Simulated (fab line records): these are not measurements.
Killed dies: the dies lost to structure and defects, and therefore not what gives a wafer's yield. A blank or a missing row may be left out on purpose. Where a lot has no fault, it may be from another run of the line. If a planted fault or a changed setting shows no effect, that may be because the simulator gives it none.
A lot that was struck, set against a sound lot || flow nandHarc || 24 out of 1302 route steps
Sound: the wafers L232.1, L232.3, L232.4. Struck: wafers L242.4, L242.5, L242.6. The cause comes at the end.
Per side, at each step with rows, come the tool, then ch with its chambers, and then its first start. Under that, the readings that differ: sound wafers || struck wafers || difference of the means || sigmas: that difference in standard deviations of wafers without a fault.
alike: a reading whose means differ by less than 2 such deviations, as well as words and numbers matching on both sides. not compared: withheld readings; readings where some wafer has no value; bounds like >300 that might hide an equal value; numbers whose values overlap and for which the record gives no deviation.
Wherever a step has rows on one side only, a row that says differs or no value, or a row with sigmas, the two part there. Numbers that have no deviation but don't overlap get no sigmas and don't part them. Lack of a reading on every wafer of one side parts them only where that side has two or more wafers.

first, 1 step without rows for these wafers: NHARC_P_M1_SRD_25.
NHARC_P_M1_INSPECT_27:
  struck on defectInspect-01, day 13 17:39; sound on defectInspect-01, day 9 17:11
  alike: rawDefectCount
NHARC_P_M1_PRE_CLEAN_32: time 12 s.
  sound on pecvd-02 ch 1,2, day 9 17:15; struck on pecvd-04 ch 0,1,2, day 13 17:45
  alike: heaterPowerW, rfFwdPowerW
NHARC_P_M1_DEP_33: deposits SiCN, target thk 30 nm.
  sound on pecvd-02 ch 1,2, day 9 17:20; struck on pecvd-04 ch 0,1,2, day 13 17:55
  alike: heaterPowerW, rfFwdPowerW, showerheadVppV
then, 7 steps without rows for these wafers: NHARC_P_M2_DEP_00 (deposits SiOC, target thk 182.5 nm); NHARC_P_M2_DEHYDRATE_01 (time 120 s); NHARC_P_M2_HMDS_02 (time 30 s); NHARC_P_M2_COAT_34 (time 65 s); NHARC_P_M2_COAT_03 (resist thk 90 nm); NHARC_P_M2_SOFTBAKE_04 (time 55 s); NHARC_P_M2_EBR_05.
NHARC_P_M2_EXPOSE_06: exposes mask P M2, target cd 170 nm.
  sound on arfiScanner-03 ch 0, day 9 18:26; struck on arfiScanner-01 ch 0, day 13 18:55
{"reading": "exposureDoseMJCm2", "sound": "80.78 80.81 80.77", "struck": "56.50 56.34 56.37", "difference": -24.38, "sigmas": "-99 or more"}
  alike: mask, reticleTempC
then, 2 steps without rows for these wafers: NHARC_P_M2_PEB_07 (peb time 65 s); NHARC_P_M2_DEVELOP_08 (develop time 35 s).
NHARC_P_M2_CD_MEAS_09 targets a cd of 170 nm.
  sound on cdSem-02 ch 0, day 9 18:35; struck on cdSem-03 ch 0, day 13 19:03
{"reading": "cdNm (nm)", "sound": "170.6 169.8 169.4", "struck": "147.9 148.6 148.5", "difference": -21.6, "sigmas": -43}
NHARC_P_M2_OVL_MEAS_10: pitch 340 nm.
  struck on overlay-02, day 13 19:08; sound on overlay-02, day 9 18:41
  alike: overlayXNm, overlayYNm
NHARC_P_M2_INSPECT_11:
  struck on defectInspect-01, day 13 19:10; sound on defectInspect-01, day 9 18:43
  alike: rawDefectCount
NHARC_P_M2_DESCUM_14: chemistry O2, time 3 s.
  sound on rieDiel-09 ch 0,1,2, day 9 18:46; struck on rieDiel-09 ch 0,1,2, day 13 19:14
{"reading": "model.P_M2.cdNm (nm)", "sound": "169.9 170 170.2", "struck": "149 148.3 148.4", "difference": -21, "sigmas": ""}
  alike: drypumpMotorCurrentA, oesProductAu, rfVppV, showerheadPlenumPTorr, throttleValvePct
  not compared: rfHoursCounterH
NHARC_P_M2_ETCH_35: etches the open film in N2/H2, target depth 40 nm, overetch 12 nm, time 43.94 s.
  sound on rieDiel-09 ch 0,1,3, day 9 18:52; struck on rieDiel-09 ch 0,1, day 13 19:19
  alike: drypumpMotorCurrentA, oesProductAu, rfFwdPowerW, rfVppV, showerheadPlenumPTorr, throttleValvePct
  not compared: rfHoursCounterH
NHARC_P_M2_ETCH_15: etches the open film in C4F8/Ar, target depth 182.5 nm, time 91.2 s.
  sound on rieDiel-09 ch 0,1,2; struck on rieDiel-09 ch 1,2
  alike: oesProductAu, rfFwdPowerW, rfVppV
  not compared: rfHoursCounterH
NHARC_P_M2_CD_MEAS_16:
  struck on cdSem-01, day 13 19:32; sound on cdSem-01, day 9 19:05
{"reading": "cdNm (nm)", "sound": "170.0 171.0 170.3", "struck": "148.7 148.5 149.0", "difference": -21.7, "sigmas": -27}
NHARC_P_M2_STRIP_18: strips in N2/H2.
  sound on rieDiel-07 ch 0,2,3, day 9 19:09; struck on rieDiel-10 ch 0,1,3, day 13 19:41
  alike: drypumpMotorCurrentA, oesProductAu, rfFwdPowerW, rfVppV, showerheadPlenumPTorr, throttleValvePct
  not compared: rfHoursCounterH
NHARC_P_M2_ETCH_28: etches the open film in CF4/N2, target depth 30 nm, time 72.99 s.
  sound on rieDiel-07 ch 0,1,3; struck on rieDiel-10 ch 0,1,3
{"reading": "model.P_M2.cdNm (nm)", "sound": "170.3 171.3 169.6", "struck": "149.7 148.2 149.2", "difference": -21.4, "sigmas": ""}
  alike: drypumpMotorCurrentA, oesProductAu, rfFwdPowerW, rfVppV, showerheadPlenumPTorr, throttleValvePct
  not compared: rfHoursCounterH
then, 1 step without rows for these wafers: NHARC_P_M2_STRIP_19 (strips in post etch residue remover, time 600 s).

== WHERE THEY PART ==
At NHARC_P_M2_EXPOSE_06 first; at NHARC_P_M2_CD_MEAS_16 last (within this record only). Later steps at which nothing parts them and some readings are alike: NHARC_P_M2_STRIP_18, NHARC_P_M2_ETCH_28.

WHY: what had been put in by the simulator
Process parameter drift: arfiScanner-01, from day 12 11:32 on, at NHARC_P_M2_EXPOSE_06. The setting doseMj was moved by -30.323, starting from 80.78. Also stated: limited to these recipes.
